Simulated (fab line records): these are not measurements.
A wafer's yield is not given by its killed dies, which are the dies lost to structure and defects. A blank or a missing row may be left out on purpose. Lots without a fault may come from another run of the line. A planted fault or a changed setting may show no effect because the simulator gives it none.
fab line records	flow n5-finfet
record lots=7	wafers=39
route steps=1938 shown DUMMY_GATE@250 GATE_CUT@466 MOL_CONTACT_COAG@588
start-h: the number of hours between the record's first day and the start of the first shown wafer of the lot	wait-h: time in hours since the lot's previous step	" same as the row above	L1.1+2: a single row standing in for several wafers	- no value, or no start was given	* or withheld: withheld	< > ~ a bound
route shown NAME@n: a module of which the file shows steps, and the number in the route of the first	usual: the fault-free wafers' mean and standard deviation	same: alike in all rows	chamber/n: place in a boat	sites: each site's reading	_std_site: how widely they spread, as a standard deviation	_edge_site: outer sites' mean less inner sites'	radius-mm: how far each site lies from the wafer's centre	mask NAME#n: copy n	behind: tool/chamber where the wafer was last shaped	hold: reason for holding the lot/hours on hold/outcome of the hold	device: the n, p or np transistor that did not switch	end of line: the same wafers' tests at the end of the route	a step with no rows: only its recipe	killed: dies lost to structure and defects at the first sort, not the wafer's yield	map: a wafer's dies, marking killed ones x, the rest . and places with no die _
set.NAME: the setting that was run; set.NAME@STEP: the one run at that earlier step	model.NAME: the simulator's own value behind a step, which no gauge read
one table per step and one row per wafer, for lots whose settings were changed on purpose
## steps
# step N5_DUMMY_GATE_ETCH_42
# recipe chemistry=CHF3/O2	target=SiO2	target-depth-a=35	time-s=31	ion-energy-ev=30	bias-w=12	pressure-mtorr=30	source-w=600	Ar_flow_sccm=200	CHF3_flow_sccm=50	O2_flow_sccm=5
# usual rf-vpp-V=42.6/0.81
lot.wafer	tool	chamber	start-h	wait-h	set.bias-w	rf-vpp-V
L077.1	rie-diel-06	0	66.92	0.0	12	42.6
L077.2	"	2	"	"	12.8	44.1
L077.3	"	3	"	"	12.8	45.0
L077.4	"	1	"	"	12	42.5
L077.5	"	3	"	"	12.8	44.0
L077.6	"	2	"	"	12	42.1
L078.1	rie-diel-03	3	72.94	0.0	12	42.4
L078.2	"	0	"	"	12	42.5
L078.3	"	1	"	"	12	44.1
L078.4	"	2	"	"	12	42.5
L078.5	"	3	"	"	12	43.2
L078.6	"	0	"	"	12	43.2
L079.1	rie-diel-06	3	77.82	0.0	12	42.9
L079.2	"	0	"	"	12	41.7
L079.3	"	1	"	"	12	43.2
L079.4	"	2	"	"	12	41.9
L079.5	"	3	"	"	12	42.1
L079.6	"	2	"	"	12	42.4
L081.1	rie-diel-06	2	89.56	0.0	12	42.8
L081.2	"	3	"	"	13.88	48.1
L081.3	"	0	"	"	12	43.3
L081.4	"	1	"	"	13.88	48.4
L081.5	"	0	"	"	12	43.3
L081.6	"	1	"	"	13.88	47.6
L090.3	rie-diel-03	3	145.30	0.0	12	41.9
L090.5	"	1	"	"	12	41.5
L090.6	"	2	"	"	12	43.1
L094.1	rie-diel-06	2	166.69	0.2	10.22	36.7
L094.2	"	3	"	"	12	42.6
L094.3	"	0	"	"	12	43.2
L094.4	"	1	"	"	10.22	37.7
L094.5	"	1	"	"	10.22	38.6
L094.6	"	0	"	"	12	41.3
L097.1	rie-diel-04	1	184.36	0.0	13.4	45.0
L097.2	"	2	"	"	12	43.5
L097.3	"	3	"	"	12	43.2
L097.4	"	0	"	"	13.4	46.3
L097.5	"	2	"	"	12	41.9
L097.6	"	1	"	"	13.4	46.0
# step N5_GATE_CUT_ETCH_56
# recipe chemistry=Cl2/Ar	target=TiN	target-depth-a=216	pressure-mtorr=10	icp-w=600	bias-w=60	Cl2_flow_sccm=40	Ar_flow_sccm=60
lot.wafer	tool	chamber	start-h	wait-h	set.icp-w	model.etch.depth-nm
L077.1	rie-metal-01	0	98.09	0.1	666.7	23.78
L077.2	"	1	"	"	666.7	23.85
L077.3	"	1	"	"	600	21.8
L077.4	"	0	"	"	600	21.65
L077.5	"	1	"	"	666.7	23.77
L077.6	"	0	"	"	600	21.7
L078.1	rie-metal-03	1	105.28	0.1	517.8	19.16
L078.2	"	0	"	"	600	21.58
L078.3	"	0	"	"	517.8	19.02
L078.4	"	1	"	"	517.8	19.33
L078.5	"	0	"	"	600	21.64
L078.6	"	1	"	"	600	21.82
L079.1	rie-metal-03	0	109.90	0.1	555.2	20.11
L079.2	"	1	"	"	600	21.7
L079.3	"	0	"	"	555.2	19.99
L079.4	"	1	"	"	555.2	20.43
L079.5	"	0	"	"	600	21.28
L079.6	"	1	"	"	600	21.97
L081.1	rie-metal-02	0	120.75	0.2	600	21.23
L081.2	"	0	"	"	600	21.21
L081.3	"	0	"	"	510.4	18.27
L081.4	"	0	"	"	510.4	18.35
L081.5	"	0	"	"	600	21.29
L081.6	"	0	"	"	510.4	18.4
L090.3	rie-metal-03	0	178.66	0.1	600	21.52
L090.5	"	1	"	"	600	21.94
L090.6	"	0	"	"	600	21.61
L094.1	rie-metal-02	1	198.62	0.2	677.4	24.17
L094.2	"	1	"	"	600	21.72
L094.3	"	1	"	"	677.4	24.12
L094.4	"	1	"	"	600	21.87
L094.5	"	1	"	"	677.4	24.06
L094.6	"	1	"	"	600	21.78
L097.1	rie-metal-03	0	216.39	0.1	600	21.82
L097.2	"	1	"	"	600	22.2
L097.3	"	0	"	"	600	21.6
L097.4	"	1	"	"	600	22.37
L097.5	"	1	"	"	600	22.4
L097.6	"	0	"	"	600	21.55
# step N5_MOL_CONTACT_COAG_ETCH_47
# recipe chemistry=CH3F/O2	target=SiNx	target-depth-a=270	mask-material=SiO2	stop-on=W	over-etch-frac=0.2	ion-energy-ev=120	endpoint=OES-CN	pressure-mtorr=30	source-w=395	bias-w=73	Ar_flow_sccm=150	CH3F_flow_sccm=30	O2_flow_sccm=20	ends=end-point
# usual etch-rf-on-time-s=31.2/0.45	rf-vpp-V=298.9/2.6
lot.wafer	tool	chamber	start-h	wait-h	set.source-w	etch-rf-on-time-s	rf-vpp-V	model.etch.t-clear-s	model.etch.over-etch-s
L077.1	rie-diel-01	2	116.60	0.0	395	30.9	298.2	25.78	5.156
L077.2	"	1	"	"	395	30.8	299.8	25.69	5.138
L077.3	"	3	"	"	395	31.3	301.5	26.1	5.221
L077.4	"	0	"	"	395	31.0	297.9	25.84	5.167
L077.5	"	2	"	"	395	30.8	298.9	25.7	5.139
L077.6	"	3	"	"	395	31.3	303.0	26.09	5.217
L078.1	rie-diel-01	3	124.28	0.0	428.5	30.5	292.6	25.4	5.08
L078.2	"	1	"	"	395	31.0	299.7	25.83	5.165
L078.3	"	0	"	"	395	31.6	296.6	26.31	5.261
L078.4	"	2	"	"	395	31.9	298.4	26.61	5.321
L078.5	"	3	"	"	428.5	30.6	291.9	25.54	5.109
L078.6	"	0	"	"	428.5	30.3	287.3	25.26	5.051
L079.1	rie-diel-01	1	128.96	0.0	395	31.0	299.5	25.81	5.163
L079.2	"	0	"	"	446.6	29.7	279.3	24.79	4.958
L079.3	"	2	"	"	446.6	30.0	281.6	24.99	4.998
L079.4	"	3	"	"	395	31.1	301.9	25.88	5.177
L079.5	"	0	"	"	446.6	29.7	281.9	24.73	4.947
L079.6	"	1	"	"	395	31.1	298.9	25.91	5.182
L081.1	rie-diel-02	2	140.23	0.0	395	32.0	296.3	26.64	5.328
L081.2	"	0	"	"	319.7	34.4	332.5	28.7	5.74
L081.3	"	1	"	"	395	31.8	300.0	26.52	5.304
L081.4	"	3	"	"	395	32.1	296.6	26.72	5.345
L081.5	"	1	"	"	319.7	34.4	330.6	28.66	5.732
L081.6	"	2	"	"	319.7	34.3	324.9	28.59	5.717
L090.3	rie-diel-02	0	198.01	0.0	395	30.3	301.1	25.26	5.052
L090.5	"	2	"	"	395	31.4	293.9	26.13	5.226
L090.6	"	0	"	"	395	30.2	301.5	25.15	5.029
L094.1	rie-diel-02	2	216.91	0.0	469.4	29.4	271.6	24.54	4.908
L094.2	"	0	"	"	469.4	28.6	278.2	23.8	4.761
L094.3	"	1	"	"	469.4	29.1	275.4	24.27	4.853
L094.4	"	1	"	"	395	31.0	300.2	25.87	5.175
L094.5	"	2	"	"	395	31.3	293.2	26.11	5.223
L094.6	"	0	"	"	395	30.6	303.5	25.47	5.094
L097.1	rie-diel-02	1	234.77	0.0	395	31.2	300.4	25.97	5.195
L097.2	"	3	"	"	395	30.7	297.9	25.59	5.118
L097.3	"	0	"	"	395	30.8	301.3	25.66	5.132
L097.4	"	1	"	"	395	30.8	299.4	25.64	5.128
L097.5	"	0	"	"	395	30.3	302.1	25.24	5.048
L097.6	"	3	"	"	395	30.6	295.9	25.48	5.097
# step N5_MOL_CONTACT_COAG_EXPOSE_37
# recipe mask-id=VD	na=0.33	source-shape=annular	sigma-inner=0.3	sigma-outer=0.7	polarization=unpolarized	defocus-nm=0	dose-mj=62
lot.wafer	tool	chamber	start-h	wait-h	mask	set.dose-mj
L077.1+3+4	euv-scanner-01	0	117.16	-	VD#0	62
L077.2+5+6	"	0	"	"	VD#0	64.98
L078.1+4+6	euv-scanner-01	0	124.70	-	VD#0	59.06
L078.2+3+5	"	0	"	"	VD#0	62
L079.1+2+5	euv-scanner-01	0	129.36	-	VD#0	62
L079.3+4+6	"	0	"	"	VD#0	60.24
L081.1+5+6	euv-scanner-02	0	140.64	-	VD#0	62
L081.2+3+4	"	0	"	"	VD#0	57.28
L090.3+5+6	euv-scanner-02	0	198.43	-	VD#0	62
L094.1+2+3+4+5+6	euv-scanner-02	0	217.45	-	VD#0	62
L097.1+4+5	euv-scanner-02	0	235.17	-	VD#0	64.28
L097.2+3+6	"	0	"	"	VD#0	62
# step N5_MOL_CONTACT_COAG_PEB_38
# recipe peb-temp-c=100	peb-time-s=60	resist=CAR-EUV
# step N5_MOL_CONTACT_COAG_DEVELOP_39
# recipe develop-time-s=30	developer=TMAH	resist=CAR-EUV	rinse-liquid=surfactant-rinse	dry=air-spin	dev-temp-c=23
# step N5_MOL_CONTACT_COAG_CD_MEAS_40
# recipe target-cd-nm=25.1	landing-energy-ev=500	detector=se-inlens	polarity=opening
# usual cd-nm=25.06/0.21
lot.wafer	tool	chamber	start-h	wait-h	set.dose-mj@MOL_CONTACT_COAG_EXPOSE_37	cd-nm
L077.1	cd-sem-02	0	117.31	-	62	25.53
L077.2	"	0	"	"	64.98	25.51
L077.3	"	0	"	"	62	25.44
L077.4	"	0	"	"	62	24.94
L077.5	"	0	"	"	64.98	25.97
L077.6	"	0	"	"	64.98	26.16
L078.1	cd-sem-02	0	124.85	-	59.06	24.36
L078.2	"	0	"	"	62	24.59
L078.3	"	0	"	"	62	24.99
L078.4	"	0	"	"	59.06	24.41
L078.5	"	0	"	"	62	25.41
L078.6	"	0	"	"	59.06	23.95
L079.1	cd-sem-02	0	129.51	-	62	24.96
L079.2	"	0	"	"	62	24.85
L079.3	"	0	"	"	60.24	24.40
L079.4	"	0	"	"	60.24	24.64
L079.5	"	0	"	"	62	24.98
L079.6	"	0	"	"	60.24	24.41
L081.1	cd-sem-03	0	140.79	-	62	25.13
L081.2	"	0	"	"	57.28	23.32
L081.3	"	0	"	"	57.28	23.50
L081.4	"	0	"	"	57.28	24.20
L081.5	"	0	"	"	62	25.25
L081.6	"	0	"	"	62	25.06
L090.3	cd-sem-02	0	198.56	-	62	24.86
L090.5	"	0	"	"	62	25.39
L090.6	"	0	"	"	62	24.99
L094.1	cd-sem-03	0	217.60	-	62	25.17
L094.2	"	0	"	"	62	25.18
L094.3	"	0	"	"	62	24.91
L094.4	"	0	"	"	62	24.99
L094.5	"	0	"	"	62	25.13
L094.6	"	0	"	"	62	24.94
L097.1	cd-sem-02	0	235.31	-	64.28	25.69
L097.2	"	0	"	"	62	25.25
L097.3	"	0	"	"	62	25.12
L097.4	"	0	"	"	64.28	26.09
L097.5	"	0	"	"	64.28	25.84
L097.6	"	0	"	"	62	25.05
# step N5_MOL_CONTACT_COAG_ETCH_124
# recipe chemistry=CH3F/O2	target=SiNx	target-depth-a=65	mask-material=SOC	stop-on=SiOC	over-etch-frac=0.3	ion-energy-ev=120	pressure-mtorr=30	source-w=395	bias-w=73	Ar_flow_sccm=150	CH3F_flow_sccm=30	O2_flow_sccm=20	ends=end-point
lot.wafer	tool	chamber	start-h	wait-h	set.target-depth-a
L077.1+2+6	rie-diel-05	0,3,3	118.03	0.0	65
L077.3+4+5	"	2,1,2	"	"	60.91
L078.1+3+6	rie-diel-01	0,3,1	125.57	0.0	65
L078.2+4+5	"	2,1,2	"	"	59.11
L079.1+4+5	rie-diel-02	0,1,1	130.13	0.0	70.63
L079.2+3+6	"	2,3,0	"	"	65
L081.1+2+4	rie-diel-02	0,1,2	141.41	0.0	65
L081.3+5+6	"	3,2,1	"	"	58.15
L090.3+5+6	rie-diel-02	2,1,0	199.22	0.0	65
L094.1+2+3+4+5+6	rie-diel-05	3,0,2,1,3,0	218.93	0.0	65
L097.1+2+3+4+5+6	rie-diel-05	2,0,3,1,1,2	235.95	0.0	65
# step N5_MOL_CONTACT_COAG_ETCH_48
# recipe chemistry=C4F6/O2	target-depth-a=150	overetch-a=45	mask-material=SOC	target=SiOC	bias-w=465	pressure-mtorr=10	time-s=17	source-w=335	Ar_flow_sccm=300	C4F6_flow_sccm=10	O2_flow_sccm=10	ion-energy-ev=576
# step N5_MOL_CONTACT_COAG_STRIP_72
# recipe chemistry=N2/H2	power-w=450	temp-c=40	pressure-mtorr=20	rf-frequency-hz=6e+07	overash-fraction=3	bias-power-w=7	h2-frac=0.5	n2-flow-sccm=200	h2-flow-sccm=200
# step N5_MOL_CONTACT_COAG_PRECLEAN_138
# recipe chemistry=alkaline-clean	temp-c=60	time-s=60	do-ppb=50
# step N5_MOL_CONTACT_COAG_SRD_139
# recipe dry=ipa-marangoni	time-s=30	temp-c=23	rinse-liquid=diw
# step N5_MOL_CONTACT_COAG_CD_MEAS_101
# recipe target-cd-nm=16
# usual cd-nm=15.96/0.27
lot.wafer	tool	chamber	start-h	wait-h	set.dose-mj@MOL_CONTACT_COAG_EXPOSE_37	cd-nm
L077.1	cd-sem-03	-	118.35	0.0	62	15.74
L077.2	"	-	"	"	64.98	16.77
L077.3	"	-	"	"	62	15.90
L077.4	"	-	"	"	62	16.17
L077.5	"	-	"	"	64.98	17.16
L077.6	"	-	"	"	64.98	17.14
L078.1	cd-sem-02	-	125.89	0.0	59.06	15.13
L078.2	"	-	"	"	62	16.00
L078.3	"	-	"	"	62	16.02
L078.4	"	-	"	"	59.06	15.24
L078.5	"	-	"	"	62	16.15
L078.6	"	-	"	"	59.06	14.91
L079.1	cd-sem-03	-	130.45	0.0	62	15.53
L079.2	"	-	"	"	62	15.92
L079.3	"	-	"	"	60.24	15.56
L079.4	"	-	"	"	60.24	15.60
L079.5	"	-	"	"	62	15.78
L079.6	"	-	"	"	60.24	15.24
L081.1	cd-sem-02	-	141.73	0.0	62	15.65
L081.2	"	-	"	"	57.28	13.94
L081.3	"	-	"	"	57.28	14.15
L081.4	"	-	"	"	57.28	14.20
L081.5	"	-	"	"	62	15.66
L081.6	"	-	"	"	62	16.29
L090.3	cd-sem-03	-	199.55	0.0	62	16.09
L090.5	"	-	"	"	62	16.41
L090.6	"	-	"	"	62	15.97
L094.1	cd-sem-01	-	219.26	0.0	62	15.78
L094.2	"	-	"	"	62	15.88
L094.3	"	-	"	"	62	15.82
L094.4	"	-	"	"	62	16.11
L094.5	"	-	"	"	62	16.03
L094.6	"	-	"	"	62	15.79
L097.1	cd-sem-02	-	236.27	0.0	64.28	16.77
L097.2	"	-	"	"	62	15.91
L097.3	"	-	"	"	62	15.56
L097.4	"	-	"	"	64.28	16.77
L097.5	"	-	"	"	64.28	16.76
L097.6	"	-	"	"	62	15.99
## key
split step=N5_DUMMY_GATE_ETCH_42	setting=bias-w	stated=12	by=wafer
response step=N5_DUMMY_GATE_ETCH_42	reading=rf-vpp-V	change=+0.3	per=1%	r=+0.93
split step=N5_GATE_CUT_ETCH_56	setting=icp-w	stated=600	by=wafer
response step=N5_GATE_CUT_ETCH_56	reading=model.etch.depth-nm	change=+0.188	per=1%	r=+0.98
split step=N5_MOL_CONTACT_COAG_ETCH_47	setting=source-w	stated=395	by=wafer
response step=N5_MOL_CONTACT_COAG_ETCH_47	reading=etch-rf-on-time-s	change=*	per=1%	r=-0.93
response step=N5_MOL_CONTACT_COAG_ETCH_47	reading=rf-vpp-V	change=-1.43	per=1%	r=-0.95
response step=N5_MOL_CONTACT_COAG_ETCH_47	reading=model.etch.t-clear-s	change=-0.0933	per=1%	r=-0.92
response step=N5_MOL_CONTACT_COAG_ETCH_47	reading=model.etch.over-etch-s	change=-0.0187	per=1%	r=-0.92
split step=N5_MOL_CONTACT_COAG_EXPOSE_37	setting=dose-mj	stated=62	by=wafer
response step=N5_MOL_CONTACT_COAG_CD_MEAS_40	reading=cd-nm	change=+0.172	per=1%	r=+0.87
response step=N5_MOL_CONTACT_COAG_CD_MEAS_101	reading=cd-nm	change=+0.22	per=1%	r=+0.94
split step=N5_MOL_CONTACT_COAG_ETCH_124	setting=target-depth-a	stated=65	by=wafer
response none clear
